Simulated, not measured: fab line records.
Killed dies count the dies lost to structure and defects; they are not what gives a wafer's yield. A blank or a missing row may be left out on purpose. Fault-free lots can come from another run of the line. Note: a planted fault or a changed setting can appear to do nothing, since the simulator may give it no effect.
Which tool did it? || flow n5_finfet || 24 lots, 72 wafers sampled, at 2 steps of a route of 1938

## WHAT THE GAUGES SHOWED, per wafer
N5_BEOL_M14_INSPECT_55: inspects for defects (darkfield). Usual: raw_defect_count reads 73 (standard deviation 26).
{"lot": "L074", "measured": "day 11 04:07", "on": "defect_inspect-02", "raw_defect_count": "79 86 91", "flag": ""}
{"lot": "L075", "measured": "day 11 06:40", "on": "defect_inspect-01", "raw_defect_count": "51 60 96", "flag": ""}
{"lot": "L077", "measured": "day 11 21:35", "on": "defect_inspect-01", "raw_defect_count": "77 56 137", "flag": ""}
{"lot": "L076", "measured": "day 12 00:38", "on": "defect_inspect-02", "raw_defect_count": "107 102 91", "flag": ""}
{"lot": "L079", "measured": "day 12 00:44", "on": "defect_inspect-01", "raw_defect_count": "69 90 60", "flag": ""}
{"lot": "L078", "measured": "day 12 08:37", "on": "defect_inspect-01", "raw_defect_count": "73 45 57", "flag": ""}
{"lot": "L080", "measured": "day 12 18:41", "on": "defect_inspect-01", "raw_defect_count": "44 59 68", "flag": ""}
{"lot": "L083", "measured": "day 13 02:56", "on": "defect_inspect-02", "raw_defect_count": "48 81 77", "flag": ""}
{"lot": "L081", "measured": "day 13 08:45", "on": "defect_inspect-01", "raw_defect_count": "99 48 78", "flag": ""}
{"lot": "L082", "measured": "day 13 19:54", "on": "defect_inspect-01", "raw_defect_count": "67 46 51", "flag": ""}
{"lot": "L084", "measured": "day 14 10:01", "on": "defect_inspect-02", "raw_defect_count": "86 46 70", "flag": ""}
{"lot": "L085", "measured": "day 14 11:12", "on": "defect_inspect-01", "raw_defect_count": "59 58 69", "flag": ""}
{"lot": "L086", "measured": "day 14 20:10", "on": "defect_inspect-01", "raw_defect_count": "84 79 94", "flag": ""}
{"lot": "L089", "measured": "day 15 01:14", "on": "defect_inspect-01", "raw_defect_count": "82 42 94", "flag": ""}
{"lot": "L087", "measured": "day 15 03:06", "on": "defect_inspect-01", "raw_defect_count": "142 112 60", "flag": ""}
{"lot": "L088", "measured": "day 15 07:50", "on": "defect_inspect-02", "raw_defect_count": "100 134 135", "flag": ""}
{"lot": "L090", "measured": "day 15 17:38", "on": "defect_inspect-02", "raw_defect_count": "53 53 57", "flag": ""}
{"lot": "L091", "measured": "day 16 06:54", "on": "defect_inspect-01", "raw_defect_count": "58 59 59", "flag": ""}
{"lot": "L094", "measured": "day 16 13:09", "on": "defect_inspect-01", "raw_defect_count": "43 44 79", "flag": ""}
{"lot": "L095", "measured": "day 16 19:34", "on": "defect_inspect-01", "raw_defect_count": "112 103 63", "flag": ""}
{"lot": "L092", "measured": "day 17 06:03", "on": "defect_inspect-02", "raw_defect_count": "40 31 84", "flag": ""}
{"lot": "L093", "measured": "day 17 10:14", "on": "defect_inspect-01", "raw_defect_count": "61 56 86", "flag": ""}
{"lot": "L096", "measured": "day 17 20:25", "on": "defect_inspect-01", "raw_defect_count": "52 87 78", "flag": ""}
{"lot": "L097", "measured": "day 18 07:17", "on": "defect_inspect-01", "raw_defect_count": "38 111 70", "flag": ""}

N5_BEOL_M15_OVL_MEAS_11. Usual: V14_OVL gives -5 nm (standard deviation 5.3).
{"lot": "L074", "measured": "day 11 04:52", "on": "overlay-02", "V14_OVL (nm)": "-7 -12 -11", "flag": ""}
{"lot": "L075", "measured": "day 11 07:34", "on": "overlay-01", "V14_OVL (nm)": "-7 0 -9", "flag": ""}
{"lot": "L077", "measured": "day 11 22:12", "on": "overlay-01", "V14_OVL (nm)": "6 -6 5", "flag": ""}
{"lot": "L076", "measured": "day 12 01:16", "on": "overlay-02", "V14_OVL (nm)": "-2 -3 -6", "flag": ""}
{"lot": "L079", "measured": "day 12 01:28", "on": "overlay-01", "V14_OVL (nm)": "-4 0 -13", "flag": ""}
{"lot": "L078", "measured": "day 12 09:14", "on": "overlay-01", "V14_OVL (nm)": "-2 -2 1", "flag": ""}
{"lot": "L080", "measured": "day 12 19:28", "on": "overlay-02", "V14_OVL (nm)": "-9 -11 -14", "flag": ""}
{"lot": "L083", "measured": "day 13 03:34", "on": "overlay-01", "V14_OVL (nm)": "-6 -2 0", "flag": ""}
{"lot": "L081", "measured": "day 13 09:29", "on": "overlay-02", "V14_OVL (nm)": "5 0 -3", "flag": ""}
{"lot": "L082", "measured": "day 13 20:39", "on": "overlay-02", "V14_OVL (nm)": "-8 0 -7", "flag": ""}
{"lot": "L084", "measured": "day 14 10:38", "on": "overlay-01", "V14_OVL (nm)": "-1 -4 -1", "flag": ""}
{"lot": "L085", "measured": "day 14 11:49", "on": "overlay-01", "V14_OVL (nm)": "0 -2 -7", "flag": ""}
{"lot": "L086", "measured": "day 14 20:54", "on": "overlay-01", "V14_OVL (nm)": "-6 -7 -8", "flag": ""}
{"lot": "L089", "measured": "day 15 01:52", "on": "overlay-02", "V14_OVL (nm)": "-16 -6 -9", "flag": ""}
{"lot": "L087", "measured": "day 15 03:51", "on": "overlay-02", "V14_OVL (nm)": "0 3 -3", "flag": ""}
{"lot": "L088", "measured": "day 15 08:28", "on": "overlay-01", "V14_OVL (nm)": "5 5 -2", "flag": ""}
{"lot": "L090", "measured": "day 15 18:23", "on": "overlay-02", "V14_OVL (nm)": "-3 -3 1", "flag": ""}
{"lot": "L091", "measured": "day 16 07:38", "on": "overlay-01", "V14_OVL (nm)": "-1 -1 3", "flag": ""}
{"lot": "L094", "measured": "day 16 13:46", "on": "overlay-02", "V14_OVL (nm)": "1 -6 -8", "flag": ""}
{"lot": "L095", "measured": "day 16 20:19", "on": "overlay-01", "V14_OVL (nm)": "0 0 -5", "flag": ""}
{"lot": "L092", "measured": "day 17 06:47", "on": "overlay-01", "V14_OVL (nm)": "-3 2 -4", "flag": ""}
{"lot": "L093", "measured": "day 17 10:52", "on": "overlay-01", "V14_OVL (nm)": "-12 -10 -11", "flag": ""}
{"lot": "L096", "measured": "day 17 21:09", "on": "overlay-01", "V14_OVL (nm)": "2 -11 0", "flag": ""}
{"lot": "L097", "measured": "day 18 08:02", "on": "overlay-02", "V14_OVL (nm)": "-15 -8 -12", "flag": ""}

## EACH LOT AND THE TOOL THAT RAN IT (in order: tool; ch and the chambers of the sampled wafers; start)
There is no process step in the record ahead of these readings.

## WHAT THE TOOLS THEMSELVES READ (means of the sampled wafers that have a number; where no wafer has one, the mark that the record gives instead)
The record holds no such reading with a usual standard deviation.

## THE ANSWER, worked out from the rows above alone
Rule: take the mean of a lot's wafers that have a number; if it is more than 3 standard deviations from the usual mean, the lot is off. A lot without any number at a reading at which 4 lots or more have one is off too. Where the step has rows for the other lots, those lots are counted as sound. First the gauges in route order, then the tools' own readings, where a lot's mean is used as printed above. At the first step where some lot is off, the reading lying furthest off is the one used; lots without a number count as furthest.
None of the lots is off at any reading shown; this tells nothing.

## WHAT THE SIMULATOR PUT IN
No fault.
